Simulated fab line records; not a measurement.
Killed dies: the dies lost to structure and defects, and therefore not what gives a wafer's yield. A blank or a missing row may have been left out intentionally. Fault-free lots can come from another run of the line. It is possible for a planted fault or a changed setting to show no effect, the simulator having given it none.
Which tool was responsible? :: flow n5 finfet :: 24 lots with 72 wafers sampled at 6 steps, on a route of 1938 steps

WHAT THE GAUGES SHOWED, per wafer
N5_BEOL_M2_OVL_MEAS_12.
lot: L074
measured: day 6 10:42
on: overlay-01
M2_OVL (nm): 0.1 0.3 -0.9

lot: L075
measured: day 6 21:04
on: overlay-01
M2_OVL (nm): -0.2 -0.4 0.5

lot: L076
measured: day 7 02:37
on: overlay-02
M2_OVL (nm): -0.4 -0.4 -0.2

lot: L077
measured: day 7 04:20
on: overlay-02
M2_OVL (nm): -1.9 -0.8 0.0

lot: L078
measured: day 7 08:56
on: overlay-01
M2_OVL (nm): 1.1 0.9 0.2

lot: L079
measured: day 7 13:40
on: overlay-02
M2_OVL (nm): -0.5 0.4 0.1

lot: L080
measured: day 7 21:02
on: overlay-01
M2_OVL (nm): 1.1 0.5 0.9

lot: L081
measured: day 8 08:45
on: overlay-02
M2_OVL (nm): -0.9 -0.5 -0.1

lot: L082
measured: day 8 14:36
on: overlay-02
M2_OVL (nm): 0.4 0.3 0.3

lot: L083
measured: day 8 19:58
on: overlay-02
M2_OVL (nm): 0.6 1.7 0.1

lot: L084
measured: day 9 06:30
on: overlay-01
M2_OVL (nm): 0.3 0.5 -0.1

lot: L085
measured: day 9 08:58
on: overlay-01
M2_OVL (nm): 0.3 1.4 1.3

lot: L086
measured: day 9 18:53
on: overlay-02
M2_OVL (nm): 0.9 0.3 0.5

lot: L088
measured: day 9 19:56
on: overlay-01
M2_OVL (nm): 0.7 0.7 0.3

lot: L087
measured: day 9 23:17
on: overlay-01
M2_OVL (nm): 0.1 -0.2 -0.1

lot: L089
measured: day 10 05:58
on: overlay-02
M2_OVL (nm): 0.5 0.6 0.4

lot: L090
measured: day 10 08:35
on: overlay-02
M2_OVL (nm): 1.6 1.5 1.3

lot: L091
measured: day 10 17:22
on: overlay-02
M2_OVL (nm): 0.5 0.5 0.8

lot: L092
measured: day 11 00:33
on: overlay-02
M2_OVL (nm): 0.7 1.6 0.8

lot: L093
measured: day 11 10:50
on: overlay-02
M2_OVL (nm): 0.8 1.5 1.2

lot: L094
measured: day 11 10:58
on: overlay-02
M2_OVL (nm): 0.6 0.4 -0.1

lot: L095
measured: day 12 02:22
on: overlay-02
M2_OVL (nm): 0.5 0.4 -0.1

lot: L096
measured: day 12 09:37
on: overlay-01
M2_OVL (nm): 0.4 0.6 0.3

lot: L097
measured: day 12 15:55
on: overlay-01
M2_OVL (nm): 1.2 0.9 0.1

N5_BEOL_M2_CD_MEAS_18: pitch 36 nm, target cd 18 nm.
lot: L074
measured: day 6 11:16
on: cd sem-02
cd nm (nm): 18.0 18.1 17.7

lot: L075
measured: day 6 21:35
on: cd sem-01
cd nm (nm): 17.9 17.7 18.0

lot: L076
measured: day 7 03:09
on: cd sem-03
cd nm (nm): 17.7 18.3 18.1

lot: L077
measured: day 7 04:58
on: cd sem-03
cd nm (nm): 17.7 18.2 18.3

lot: L078
measured: day 7 09:28
on: cd sem-03
cd nm (nm): 17.7 17.7 18.1

lot: L079
measured: day 7 14:11
on: cd sem-03
cd nm (nm): 17.4 17.7 17.8

lot: L080
measured: day 7 21:37
on: cd sem-01
cd nm (nm): 17.4 17.3 17.6

lot: L081
measured: day 8 09:31
on: cd sem-03
cd nm (nm): 18.6 17.9 18.1

lot: L082
measured: day 8 15:28
on: cd sem-02
cd nm (nm): 18.7 17.6 18.6

lot: L083
measured: day 8 20:31
on: cd sem-03
cd nm (nm): 18.1 17.6 18.2

lot: L084
measured: day 9 07:03
on: cd sem-03
cd nm (nm): 18.3 17.8 18.3

lot: L085
measured: day 9 09:33
on: cd sem-01
cd nm (nm): 17.1 17.7 17.7

lot: L086
measured: day 9 19:27
on: cd sem-01
cd nm (nm): 17.9 17.2 18.2

lot: L088
measured: day 9 20:49
on: cd sem-01
cd nm (nm): 18.2 17.9 18.0

lot: L087
measured: day 9 23:58
on: cd sem-01
cd nm (nm): 18.1 18.3 17.4

lot: L089
measured: day 10 06:34
on: cd sem-03
cd nm (nm): 17.6 17.3 17.9

lot: L090
measured: day 10 09:07
on: cd sem-01
cd nm (nm): 17.8 18.2 17.8

lot: L091
measured: day 10 18:04
on: cd sem-02
cd nm (nm): 17.3 17.9 18.0

lot: L092
measured: day 11 01:05
on: cd sem-02
cd nm (nm): 18.0 18.0 17.8

lot: L093
measured: day 11 12:08
on: cd sem-02
cd nm (nm): 18.3 18.2 18.1

lot: L094
measured: day 11 12:27
on: cd sem-03
cd nm (nm): 17.6 17.4 18.5

lot: L095
measured: day 12 02:55
on: cd sem-01
cd nm (nm): 18.6 18.3 18.3

lot: L096
measured: day 12 10:14
on: cd sem-01
cd nm (nm): 17.4 17.8 17.8

lot: L097
measured: day 12 16:36
on: cd sem-02
cd nm (nm): 17.8 18.2 17.4

WHAT TOOL EACH LOT RAN ON (gives the tool, then ch and the chambers of the sampled wafers, and finally the start)
lot: L074
N5_BEOL_M1_ANNEAL_82: pvd sputter-03, day 6 06:20
N5_BEOL_M1_PRE_CLEAN_60: cvd co-02 ch 0,2, day 6 08:25
N5_BEOL_M2_ETCH_74: rie diel-05 ch 0,1,2, day 6 10:52
N5_BEOL_M2_ETCH_63: rie diel-05 ch 0,1,2, day 6 10:53

lot: L075
N5_BEOL_M1_ANNEAL_82: pvd sputter-03, day 6 16:50
N5_BEOL_M1_PRE_CLEAN_60: cvd co-02 ch 0,2, day 6 18:55
N5_BEOL_M2_ETCH_74: rie diel-05 ch 1,2, day 6 21:11
N5_BEOL_M2_ETCH_63: rie diel-05 ch 1,2, day 6 21:13

lot: L076
N5_BEOL_M1_ANNEAL_82: pvd sputter-02, day 6 21:47
N5_BEOL_M1_PRE_CLEAN_60: cvd co-01 ch 0,1, day 6 23:55
N5_BEOL_M2_ETCH_74: rie diel-06 ch 0,1,3, day 7 02:44
N5_BEOL_M2_ETCH_63: rie diel-06 ch 0,1,3, day 7 02:46

lot: L077
N5_BEOL_M1_ANNEAL_82: pvd sputter-01, day 7 00:25
N5_BEOL_M1_PRE_CLEAN_60: cvd co-02 ch 0,2, day 7 02:29
N5_BEOL_M2_ETCH_74: rie diel-05 ch 1,3, day 7 04:34
N5_BEOL_M2_ETCH_63: rie diel-05 ch 1,3, day 7 04:35

lot: L078
N5_BEOL_M1_ANNEAL_82: pvd sputter-03, day 7 05:06
N5_BEOL_M1_PRE_CLEAN_60: cvd co-02 ch 0,2, day 7 07:10
N5_BEOL_M2_ETCH_74: rie diel-04 ch 0,1,2, day 7 09:03
N5_BEOL_M2_ETCH_63: rie diel-04 ch 0,1,2, day 7 09:04

lot: L079
N5_BEOL_M1_ANNEAL_82: pvd sputter-03, day 7 10:04
N5_BEOL_M1_PRE_CLEAN_60: cvd co-02 ch 0,2, day 7 12:09
N5_BEOL_M2_ETCH_74: rie diel-05 ch 1,2,3, day 7 13:47
N5_BEOL_M2_ETCH_63: rie diel-05 ch 1,2,3, day 7 13:48

lot: L080
N5_BEOL_M1_ANNEAL_82: pvd sputter-01, day 7 17:26
N5_BEOL_M1_PRE_CLEAN_60: cvd co-01 ch 0,2, day 7 19:31
N5_BEOL_M2_ETCH_74: rie diel-04 ch 1,2, day 7 21:10
N5_BEOL_M2_ETCH_63: rie diel-04 ch 1,2, day 7 21:11

lot: L081
N5_BEOL_M1_ANNEAL_82: pvd sputter-01, day 8 04:58
N5_BEOL_M1_PRE_CLEAN_60: cvd co-02 ch 0,1, day 8 07:01
N5_BEOL_M2_ETCH_74: rie diel-06 ch 1,2, day 8 09:05
N5_BEOL_M2_ETCH_63: rie diel-06 ch 1,2, day 8 09:07

lot: L082
N5_BEOL_M1_ANNEAL_82: pvd sputter-02, day 8 08:14
N5_BEOL_M1_PRE_CLEAN_60: cvd co-01 ch 0,1, day 8 10:32
N5_BEOL_M2_ETCH_74: rie diel-04 ch 0,3, day 8 14:53
N5_BEOL_M2_ETCH_63: rie diel-04 ch 0,3, day 8 14:55

lot: L083
N5_BEOL_M1_ANNEAL_82: pvd sputter-03, day 8 16:19
N5_BEOL_M1_PRE_CLEAN_60: cvd co-02 ch 0,1,2, day 8 18:23
N5_BEOL_M2_ETCH_74: rie diel-04 ch 0,1,2, day 8 20:07
N5_BEOL_M2_ETCH_63: rie diel-04 ch 0,1,2, day 8 20:08

lot: L084
N5_BEOL_M1_ANNEAL_82: pvd sputter-02, day 9 03:21
N5_BEOL_M1_PRE_CLEAN_60: cvd co-02 ch 1,2, day 9 05:25
N5_BEOL_M2_ETCH_74: rie diel-05 ch 1,2,3, day 9 06:38
N5_BEOL_M2_ETCH_63: rie diel-05 ch 1,2,3, day 9 06:40

lot: L085
N5_BEOL_M1_ANNEAL_82: pvd sputter-01, day 9 04:12
N5_BEOL_M1_PRE_CLEAN_60: cvd co-01 ch 0,1,2, day 9 06:33
N5_BEOL_M2_ETCH_74: rie diel-04 ch 0,1,2, day 9 09:09
N5_BEOL_M2_ETCH_63: rie diel-04 ch 0,1,2, day 9 09:10

lot: L086
N5_BEOL_M1_ANNEAL_82: pvd sputter-03, day 9 13:37
N5_BEOL_M1_PRE_CLEAN_60: cvd co-01 ch 1,2, day 9 15:44
N5_BEOL_M2_ETCH_74: rie diel-06 ch 1,2,3, day 9 19:01
N5_BEOL_M2_ETCH_63: rie diel-06 ch 1,2,3, day 9 19:02

lot: L088
N5_BEOL_M1_ANNEAL_82: pvd sputter-02, day 9 16:10
N5_BEOL_M1_PRE_CLEAN_60: cvd co-02 ch 0,2, day 9 18:29
N5_BEOL_M2_ETCH_74: rie diel-05 ch 0,3, day 9 20:19
N5_BEOL_M2_ETCH_63: rie diel-05 ch 0,3, day 9 20:20

lot: L087
N5_BEOL_M1_ANNEAL_82: pvd sputter-03, day 9 17:56
N5_BEOL_M1_PRE_CLEAN_60: cvd co-02 ch 0,1,2, day 9 20:02
N5_BEOL_M2_ETCH_74: rie diel-04 ch 0,1,3, day 9 23:28
N5_BEOL_M2_ETCH_63: rie diel-04 ch 0,1,3, day 9 23:29

lot: L089
N5_BEOL_M1_ANNEAL_82: pvd sputter-02, day 10 02:13
N5_BEOL_M1_PRE_CLEAN_60: cvd co-02 ch 1,2, day 10 04:17
N5_BEOL_M2_ETCH_74: rie diel-04 ch 0,1, day 10 06:09
N5_BEOL_M2_ETCH_63: rie diel-04 ch 0,1, day 10 06:10

lot: L090
N5_BEOL_M1_ANNEAL_82: pvd sputter-03, day 10 05:07
N5_BEOL_M1_PRE_CLEAN_60: cvd co-02 ch 1,2, day 10 07:11
N5_BEOL_M2_ETCH_74: rie diel-05 ch 1,2,3, day 10 08:43
N5_BEOL_M2_ETCH_63: rie diel-05 ch 1,2,3, day 10 08:43

lot: L091
N5_BEOL_M1_ANNEAL_82: pvd sputter-01, day 10 13:17
N5_BEOL_M1_PRE_CLEAN_60: cvd co-01 ch 0,1,2, day 10 15:21
N5_BEOL_M2_ETCH_74: rie diel-06 ch 2,3, day 10 17:37
N5_BEOL_M2_ETCH_63: rie diel-06 ch 2,3, day 10 17:38

lot: L092
N5_BEOL_M1_ANNEAL_82: pvd sputter-02, day 10 19:04
N5_BEOL_M1_PRE_CLEAN_60: cvd co-02 ch 0,1,2, day 10 21:17
N5_BEOL_M2_ETCH_74: rie diel-06 ch 1,2,3, day 11 00:41
N5_BEOL_M2_ETCH_63: rie diel-06 ch 1,2,3, day 11 00:41

lot: L093
N5_BEOL_M1_ANNEAL_82: pvd sputter-01, day 11 07:53
N5_BEOL_M1_PRE_CLEAN_60: cvd co-01 ch 0,1,2, day 11 09:58
N5_BEOL_M2_ETCH_74: rie diel-05 ch 0,1,3, day 11 11:38
N5_BEOL_M2_ETCH_63: rie diel-05 ch 0,1,3, day 11 11:39

lot: L094
N5_BEOL_M1_ANNEAL_82: pvd sputter-03, day 11 08:01
N5_BEOL_M1_PRE_CLEAN_60: cvd co-02 ch 0,1, day 11 10:05
N5_BEOL_M2_ETCH_74: rie diel-04 ch 0,2,3, day 11 11:59
N5_BEOL_M2_ETCH_63: rie diel-04 ch 0,2,3, day 11 12:01

lot: L095
N5_BEOL_M1_ANNEAL_82: pvd sputter-02, day 11 21:22
N5_BEOL_M1_PRE_CLEAN_60: cvd co-01 ch 0,2, day 11 23:35
N5_BEOL_M2_ETCH_74: rie diel-06 ch 0,2,3, day 12 02:31
N5_BEOL_M2_ETCH_63: rie diel-06 ch 0,2,3, day 12 02:32

lot: L096
N5_BEOL_M1_ANNEAL_82: pvd sputter-01, day 12 04:52
N5_BEOL_M1_PRE_CLEAN_60: cvd co-01 ch 0,1,2, day 12 07:13
N5_BEOL_M2_ETCH_74: rie diel-05 ch 1,2, day 12 09:47
N5_BEOL_M2_ETCH_63: rie diel-05 ch 1,2, day 12 09:49

lot: L097
N5_BEOL_M1_ANNEAL_82: pvd sputter-03, day 12 07:51
N5_BEOL_M1_PRE_CLEAN_60: cvd co-01 ch 0,2, day 12 12:45
N5_BEOL_M2_ETCH_74: rie diel-06 ch 0,3, day 12 16:12
N5_BEOL_M2_ETCH_63: rie diel-06 ch 0,3, day 12 16:13
- N5_BEOL_M1_ANNEAL_82: time 240 s.
- N5_BEOL_M1_PRE_CLEAN_60: time 15 s.
- N5_BEOL_M2_ETCH_74: etches underlayer in N2/H2, target depth 6.5 nm, time 5.2 s.
- N5_BEOL_M2_ETCH_63: etches SiARC in CF4, target depth 15.6 nm, time 26 s.

WHAT THE TOOLS THEMSELVES READ (means of the sampled wafers that have a number; where no wafer has one, the mark that the record gives instead)
N5_BEOL_M1_ANNEAL_82.
lot: L074
tool: pvd sputter-03
heater power w (W): 794

lot: L075
tool: pvd sputter-03
heater power w (W): 810

lot: L076
tool: pvd sputter-02
heater power w (W): 884

lot: L077
tool: pvd sputter-01
heater power w (W): 841

lot: L078
tool: pvd sputter-03
heater power w (W): 797

lot: L079
tool: pvd sputter-03
heater power w (W): 823

lot: L080
tool: pvd sputter-01
heater power w (W): 801

lot: L081
tool: pvd sputter-01
heater power w (W): 799

lot: L082
tool: pvd sputter-02
heater power w (W): 829

lot: L083
tool: pvd sputter-03
heater power w (W): 816

lot: L084
tool: pvd sputter-02
heater power w (W): 847

lot: L085
tool: pvd sputter-01
heater power w (W): 877

lot: L086
tool: pvd sputter-03
heater power w (W): 812

lot: L088
tool: pvd sputter-02
heater power w (W): 883

lot: L087
tool: pvd sputter-03
heater power w (W): 799

lot: L089
tool: pvd sputter-02
heater power w (W): 734

lot: L090
tool: pvd sputter-03
heater power w (W): 786

lot: L091
tool: pvd sputter-01
heater power w (W): 840

lot: L092
tool: pvd sputter-02
heater power w (W): 880

lot: L093
tool: pvd sputter-01
heater power w (W): 850

lot: L094
tool: pvd sputter-03
heater power w (W): 803

lot: L095
tool: pvd sputter-02
heater power w (W): 846

lot: L096
tool: pvd sputter-01
heater power w (W): 890

lot: L097
tool: pvd sputter-03
heater power w (W): 799

N5_BEOL_M1_PRE_CLEAN_60.
lot: L074
tool: cvd co-02
heater power w (W): 89

lot: L075
tool: cvd co-02
heater power w (W): 80

lot: L076
tool: cvd co-01
heater power w (W): 80

lot: L077
tool: cvd co-02
heater power w (W): 83

lot: L078
tool: cvd co-02
heater power w (W): 81

lot: L079
tool: cvd co-02
heater power w (W): 88

lot: L080
tool: cvd co-01
heater power w (W): 70

lot: L081
tool: cvd co-02
heater power w (W): 93

lot: L082
tool: cvd co-01
heater power w (W): 80

lot: L083
tool: cvd co-02
heater power w (W): 91

lot: L084
tool: cvd co-02
heater power w (W): 98

lot: L085
tool: cvd co-01
heater power w (W): 88

lot: L086
tool: cvd co-01
heater power w (W): 95

lot: L088
tool: cvd co-02
heater power w (W): 90

lot: L087
tool: cvd co-02
heater power w (W): 91

lot: L089
tool: cvd co-02
heater power w (W): 99

lot: L090
tool: cvd co-02
heater power w (W): 97

lot: L091
tool: cvd co-01
heater power w (W): 88

lot: L092
tool: cvd co-02
heater power w (W): 94

lot: L093
tool: cvd co-01
heater power w (W): 89

lot: L094
tool: cvd co-02
heater power w (W): 85

lot: L095
tool: cvd co-01
heater power w (W): 80

lot: L096
tool: cvd co-01
heater power w (W): 88

lot: L097
tool: cvd co-01
heater power w (W): 79

N5_BEOL_M2_ETCH_74.
lot: L074
tool: rie diel-05
bias w (W): 150.2
drypump motor current A (A): 5.9
etch rf on time s (s): 5.10
n2 flow sccm (sccm): 199.3
oes product au (a.u.): 0.66
rf vpp V (V): 526.4
showerhead plenum p Torr (Torr): 2.65
throttle valve pct (%): 17.85

lot: L075
tool: rie diel-05
bias w (W): 150.0
drypump motor current A (A): 5.6
etch rf on time s (s): 5.16
n2 flow sccm (sccm): 199.7
oes product au (a.u.): 0.64
rf vpp V (V): 525.5
showerhead plenum p Torr (Torr): 2.64
throttle valve pct (%): 18.02

lot: L076
tool: rie diel-06
bias w (W): 149.6
drypump motor current A (A): 5.9
etch rf on time s (s): 5.30
n2 flow sccm (sccm): 200.6
oes product au (a.u.): 0.63
rf vpp V (V): 524.0
showerhead plenum p Torr (Torr): 2.53
throttle valve pct (%): 17.83

lot: L077
tool: rie diel-05
bias w (W): 149.9
drypump motor current A (A): 5.5
etch rf on time s (s): 5.22
n2 flow sccm (sccm): 200.5
oes product au (a.u.): 0.75
rf vpp V (V): 528.2
showerhead plenum p Torr (Torr): 2.70
throttle valve pct (%): 17.93

lot: L078
tool: rie diel-04
bias w (W): 150.1
drypump motor current A (A): 5.3
etch rf on time s (s): 5.18
n2 flow sccm (sccm): 200.0
oes product au (a.u.): 0.67
rf vpp V (V): 525.6
showerhead plenum p Torr (Torr): 2.58
throttle valve pct (%): 18.03

lot: L079
tool: rie diel-05
bias w (W): 150.1
drypump motor current A (A): 5.7
etch rf on time s (s): 5.20
n2 flow sccm (sccm): 199.4
oes product au (a.u.): 0.71
rf vpp V (V): 526.9
showerhead plenum p Torr (Torr): 2.68
throttle valve pct (%): 17.91

lot: L080
tool: rie diel-04
bias w (W): 150.4
drypump motor current A (A): 4.9
etch rf on time s (s): 5.36
n2 flow sccm (sccm): 199.3
oes product au (a.u.): 0.58
rf vpp V (V): 526.1
showerhead plenum p Torr (Torr): 2.61
throttle valve pct (%): 18.26

lot: L081
tool: rie diel-06
bias w (W): 149.6
drypump motor current A (A): 6.1
etch rf on time s (s): 5.21
n2 flow sccm (sccm): 199.8
oes product au (a.u.): 0.63
rf vpp V (V): 525.9
showerhead plenum p Torr (Torr): 2.62
throttle valve pct (%): 17.71

lot: L082
tool: rie diel-04
bias w (W): 149.7
drypump motor current A (A): 5.8
etch rf on time s (s): 5.06
n2 flow sccm (sccm): 199.9
oes product au (a.u.): 0.81
rf vpp V (V): 523.1
showerhead plenum p Torr (Torr): 2.50
throttle valve pct (%): 17.60

lot: L083
tool: rie diel-04
bias w (W): 150.0
drypump motor current A (A): 5.3
etch rf on time s (s): 5.20
n2 flow sccm (sccm): 200.0
oes product au (a.u.): 0.65
rf vpp V (V): 524.4
showerhead plenum p Torr (Torr): 2.57
throttle valve pct (%): 18.08

lot: L084
tool: rie diel-05
bias w (W): 149.6
drypump motor current A (A): 5.7
etch rf on time s (s): 5.07
n2 flow sccm (sccm): 200.7
oes product au (a.u.): 0.79
rf vpp V (V): 526.7
showerhead plenum p Torr (Torr): 2.67
throttle valve pct (%): 17.76

lot: L085
tool: rie diel-04
bias w (W): 150.1
drypump motor current A (A): 5.3
etch rf on time s (s): 5.16
n2 flow sccm (sccm): 200.3
oes product au (a.u.): 0.65
rf vpp V (V): 524.9
showerhead plenum p Torr (Torr): 2.57
throttle valve pct (%): 18.06

lot: L086
tool: rie diel-06
bias w (W): 149.6
drypump motor current A (A): 6.0
etch rf on time s (s): 5.19
n2 flow sccm (sccm): 200.0
oes product au (a.u.): 0.61
rf vpp V (V): 524.0
showerhead plenum p Torr (Torr): 2.56
throttle valve pct (%): 17.85

lot: L088
tool: rie diel-05
bias w (W): 149.8
drypump motor current A (A): 5.9
etch rf on time s (s): 5.16
n2 flow sccm (sccm): 200.0
oes product au (a.u.): 0.67
rf vpp V (V): 526.8
showerhead plenum p Torr (Torr): 2.66
throttle valve pct (%): 17.76

lot: L087
tool: rie diel-04
bias w (W): 149.6
drypump motor current A (A): 5.5
etch rf on time s (s): 5.13
n2 flow sccm (sccm): 199.6
oes product au (a.u.): 0.72
rf vpp V (V): 522.9
showerhead plenum p Torr (Torr): 2.53
throttle valve pct (%): 17.78

lot: L089
tool: rie diel-04
bias w (W): 149.7
drypump motor current A (A): 5.6
etch rf on time s (s): 5.10
n2 flow sccm (sccm): 200.0
oes product au (a.u.): 0.71
rf vpp V (V): 523.3
showerhead plenum p Torr (Torr): 2.54
throttle valve pct (%): 17.89

lot: L090
tool: rie diel-05
bias w (W): 150.4
drypump motor current A (A): 5.7
etch rf on time s (s): 5.09
n2 flow sccm (sccm): 200.0
oes product au (a.u.): 0.76
rf vpp V (V): 526.5
showerhead plenum p Torr (Torr): 2.67
throttle valve pct (%): 17.78

lot: L091
tool: rie diel-06
bias w (W): 149.9
drypump motor current A (A): 6.0
etch rf on time s (s): 5.03
n2 flow sccm (sccm): 200.2
oes product au (a.u.): 0.63
rf vpp V (V): 524.5
showerhead plenum p Torr (Torr): 2.62
throttle valve pct (%): 17.85

lot: L092
tool: rie diel-06
bias w (W): 149.8
drypump motor current A (A): 6.0
etch rf on time s (s): 5.23
n2 flow sccm (sccm): 200.0
oes product au (a.u.): 0.61
rf vpp V (V): 524.4
showerhead plenum p Torr (Torr): 2.56
throttle valve pct (%): 17.89

lot: L093
tool: rie diel-05
bias w (W): 150.1
drypump motor current A (A): 5.6
etch rf on time s (s): 5.12
n2 flow sccm (sccm): 199.7
oes product au (a.u.): 0.73
rf vpp V (V): 525.8
showerhead plenum p Torr (Torr): 2.65
throttle valve pct (%): 17.76

lot: L094
tool: rie diel-04
bias w (W): 149.9
drypump motor current A (A): 5.4
etch rf on time s (s): 5.22
n2 flow sccm (sccm): 199.8
oes product au (a.u.): 0.76
rf vpp V (V): 523.1
showerhead plenum p Torr (Torr): 2.52
throttle valve pct (%): 17.70

lot: L095
tool: rie diel-06
bias w (W): 149.6
drypump motor current A (A): 5.9
etch rf on time s (s): 5.12
n2 flow sccm (sccm): 200.1
oes product au (a.u.): 0.62
rf vpp V (V): 524.8
showerhead plenum p Torr (Torr): 2.57
throttle valve pct (%): 17.86

lot: L096
tool: rie diel-05
bias w (W): 150.1
drypump motor current A (A): 5.9
etch rf on time s (s): 5.06
n2 flow sccm (sccm): 200.2
oes product au (a.u.): 0.72
rf vpp V (V): 526.5
showerhead plenum p Torr (Torr): 2.64
throttle valve pct (%): 17.79

lot: L097
tool: rie diel-06
bias w (W): 150.3
drypump motor current A (A): 5.7
etch rf on time s (s): 5.25
n2 flow sccm (sccm): 199.8
oes product au (a.u.): 0.61
rf vpp V (V): 523.4
showerhead plenum p Torr (Torr): 2.53
throttle valve pct (%): 17.88

N5_BEOL_M2_ETCH_63.
lot: L074
tool: rie diel-05
bias w (W): 36.08
drypump motor current A (A): 5.9
etch rf on time s (s): 25.6
oes product au (a.u.): 0.67
rf vpp V (V): 184.8
showerhead plenum p Torr (Torr): 2.24
throttle valve pct (%): 15.66

lot: L075
tool: rie diel-05
bias w (W): 36.01
drypump motor current A (A): 5.6
etch rf on time s (s): 25.6
oes product au (a.u.): 0.65
rf vpp V (V): 184.5
showerhead plenum p Torr (Torr): 2.23
throttle valve pct (%): 15.80

lot: L076
tool: rie diel-06
bias w (W): 36.02
drypump motor current A (A): 5.9
etch rf on time s (s): 26.7
oes product au (a.u.): 0.63
rf vpp V (V): 184.6
showerhead plenum p Torr (Torr): 2.15
throttle valve pct (%): 15.66

lot: L077
tool: rie diel-05
bias w (W): 36.09
drypump motor current A (A): 5.5
etch rf on time s (s): 25.4
oes product au (a.u.): 0.76
rf vpp V (V): 186.0
showerhead plenum p Torr (Torr): 2.25
throttle valve pct (%): 15.52

lot: L078
tool: rie diel-04
bias w (W): 35.97
drypump motor current A (A): 5.3
etch rf on time s (s): 25.7
oes product au (a.u.): 0.69
rf vpp V (V): 183.8
showerhead plenum p Torr (Torr): 2.17
throttle valve pct (%): 15.72

lot: L079
tool: rie diel-05
bias w (W): 35.98
drypump motor current A (A): 5.7
etch rf on time s (s): 25.3
oes product au (a.u.): 0.72
rf vpp V (V): 185.4
showerhead plenum p Torr (Torr): 2.25
throttle valve pct (%): 15.61

lot: L080
tool: rie diel-04
bias w (W): 36.14
drypump motor current A (A): 4.9
etch rf on time s (s): 26.7
oes product au (a.u.): 0.58
rf vpp V (V): 184.7
showerhead plenum p Torr (Torr): 2.20
throttle valve pct (%): 15.98

lot: L081
tool: rie diel-06
bias w (W): 36.00
drypump motor current A (A): 6.0
etch rf on time s (s): 25.8
oes product au (a.u.): 0.64
rf vpp V (V): 184.3
showerhead plenum p Torr (Torr): 2.18
throttle valve pct (%): 15.39

lot: L082
tool: rie diel-04
bias w (W): 36.07
drypump motor current A (A): 5.7
etch rf on time s (s): 25.5
oes product au (a.u.): 0.80
rf vpp V (V): 183.7
showerhead plenum p Torr (Torr): 2.10
throttle valve pct (%): 15.26

lot: L083
tool: rie diel-04
bias w (W): 35.94
drypump motor current A (A): 5.3
etch rf on time s (s): 25.6
oes product au (a.u.): 0.66
rf vpp V (V): 185.2
showerhead plenum p Torr (Torr): 2.16
throttle valve pct (%): 15.75

lot: L084
tool: rie diel-05
bias w (W): 35.99
drypump motor current A (A): 5.7
etch rf on time s (s): 24.9
oes product au (a.u.): 0.79
rf vpp V (V): 185.1
showerhead plenum p Torr (Torr): 2.24
throttle valve pct (%): 15.45

lot: L085
tool: rie diel-04
bias w (W): 35.98
drypump motor current A (A): 5.3
etch rf on time s (s): 25.8
oes product au (a.u.): 0.66
rf vpp V (V): 184.7
showerhead plenum p Torr (Torr): 2.16
throttle valve pct (%): 15.75

lot: L086
tool: rie diel-06
bias w (W): 35.92
drypump motor current A (A): 6.0
etch rf on time s (s): 26.1
oes product au (a.u.): 0.62
rf vpp V (V): 183.4
showerhead plenum p Torr (Torr): 2.16
throttle valve pct (%): 15.63

lot: L088
tool: rie diel-05
bias w (W): 36.04
drypump motor current A (A): 5.9
etch rf on time s (s): 25.4
oes product au (a.u.): 0.68
rf vpp V (V): 185.3
showerhead plenum p Torr (Torr): 2.24
throttle valve pct (%): 15.51

lot: L087
tool: rie diel-04
bias w (W): 36.05
drypump motor current A (A): 5.5
etch rf on time s (s): 25.4
oes product au (a.u.): 0.72
rf vpp V (V): 183.6
showerhead plenum p Torr (Torr): 2.13
throttle valve pct (%): 15.54

lot: L089
tool: rie diel-04
bias w (W): 36.07
drypump motor current A (A): 5.6
etch rf on time s (s): 25.1
oes product au (a.u.): 0.72
rf vpp V (V): 183.2
showerhead plenum p Torr (Torr): 2.12
throttle valve pct (%): 15.53

lot: L090
tool: rie diel-05
bias w (W): 36.03
drypump motor current A (A): 5.7
etch rf on time s (s): 25.2
oes product au (a.u.): 0.77
rf vpp V (V): 185.6
showerhead plenum p Torr (Torr): 2.24
throttle valve pct (%): 15.46

lot: L091
tool: rie diel-06
bias w (W): 36.07
drypump motor current A (A): 6.0
etch rf on time s (s): 25.1
oes product au (a.u.): 0.63
rf vpp V (V): 184.8
showerhead plenum p Torr (Torr): 2.19
throttle valve pct (%): 15.47

lot: L092
tool: rie diel-06
bias w (W): 36.03
drypump motor current A (A): 6.0
etch rf on time s (s): 25.9
oes product au (a.u.): 0.61
rf vpp V (V): 183.9
showerhead plenum p Torr (Torr): 2.15
throttle valve pct (%): 15.64

lot: L093
tool: rie diel-05
bias w (W): 36.05
drypump motor current A (A): 5.6
etch rf on time s (s): 25.5
oes product au (a.u.): 0.73
rf vpp V (V): 185.7
showerhead plenum p Torr (Torr): 2.22
throttle valve pct (%): 15.48

lot: L094
tool: rie diel-04
bias w (W): 35.92
drypump motor current A (A): 5.4
etch rf on time s (s): 26.0
oes product au (a.u.): 0.77
rf vpp V (V): 184.3
showerhead plenum p Torr (Torr): 2.12
throttle valve pct (%): 15.38

lot: L095
tool: rie diel-06
bias w (W): 36.00
drypump motor current A (A): 5.9
etch rf on time s (s): 25.9
oes product au (a.u.): 0.63
rf vpp V (V): 184.4
showerhead plenum p Torr (Torr): 2.16
throttle valve pct (%): 15.59

lot: L096
tool: rie diel-05
bias w (W): 35.93
drypump motor current A (A): 5.9
etch rf on time s (s): 25.0
oes product au (a.u.): 0.72
rf vpp V (V): 184.7
showerhead plenum p Torr (Torr): 2.23
throttle valve pct (%): 15.58

lot: L097
tool: rie diel-06
bias w (W): 36.17
drypump motor current A (A): 5.7
etch rf on time s (s): 26.9
oes product au (a.u.): 0.61
rf vpp V (V): 183.5
showerhead plenum p Torr (Torr): 2.14
throttle valve pct (%): 15.67

THE ANSWER, worked out from the rows above alone
Rule: the lots themselves supply what counts as usual. Put in order of their means at a reading, lots are off if they are a third of the lots or fewer, leave a main group of 4 or more, and stand apart from it by a gap of 3 or more times the standard deviation of the main group's means; of several such gaps the widest counts. Not used: any main group whose means are identical at the precision the tables above print for the reading. A lot without any number at a reading at which 4 lots or more have one is off too. All remaining lots with rows at the step are treated as sound. The gauges are gone through in route order, then the tools' own readings, and for those a lot's mean is taken as printed above. The first step at which some lot is off is used, and at that step the reading that is off furthest; a lot without a number counts as furthest.
No lot is off on any of the readings shown, so nothing can be concluded from this.

WHAT WAS PUT IN BY THE SIMULATOR
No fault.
